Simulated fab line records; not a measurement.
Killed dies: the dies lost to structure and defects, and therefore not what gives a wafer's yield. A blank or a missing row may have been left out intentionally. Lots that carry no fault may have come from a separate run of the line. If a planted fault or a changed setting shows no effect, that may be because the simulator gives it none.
Chamber matching | flow n5-finfet | N5_BEOL_M11_PECVD_70 on pecvd-03 has 3 sister chambers
The step deposits SiO2 from TEOS/O2, target thk 20 nm, time 22.7 s. 3 wafers are shown with their chamber, then 10 later ones without.

## WAFERS WITH THEIR CHAMBER
wafer  | chamber | showerhead-plenum-p-Torr (Torr)
L085.4 | 2       | 8.77
L090.2 | 1       | 8.74
L090.3 | 0       | 8.83

## WAFERS WITHOUT THEIR CHAMBER
wafer  | showerhead-plenum-p-Torr (Torr)
L090.4 | 8.76
L089.1 | 8.87
L089.3 | 8.72
L089.5 | 8.89
L093.1 | 8.74
L093.3 | 8.72
L093.5 | 8.74
L096.1 | 8.87
L096.3 | 8.74
L096.5 | 8.88

## CHAMBER TAKEN BY EACH
wafer  | from the rows above          | in truth
L090.4 | can't be placed: 2 or 1 or 0 | 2
L089.1 | can't be placed: 0 or 2      | 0
L089.3 | can't be placed: 1 or 2      | 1
L089.5 | can't be placed: 0 or 2      | 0
L093.1 | can't be placed: 1 or 2      | 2
L093.3 | can't be placed: 1 or 2      | 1
L093.5 | can't be placed: 1 or 2      | 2
L096.1 | can't be placed: 0 or 2      | 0
L096.3 | can't be placed: 1 or 2      | 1
L096.5 | can't be placed: 0 or 2      | 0
Correctly placed: 0 of 10. Unplaceable from these rows: 10, with the true chamber sitting among the candidates in 10. Number placed wrongly: 0.
How it was worked out, from the rows above alone: a wafer's distance from a chamber is the root of the sum, over the readings, of the square of ((its reading less the chamber's mean) divided by the reading's scatter). If the next closest chamber is less than 2 further off than the closest, the wafer can't be placed; otherwise it belongs to the closest. Each chamber's mean is taken over the wafers shown for it. The scatter: with one shown wafer a chamber, the root of the mean of the squares of how far each hidden wafer lies from its nearest shown one.
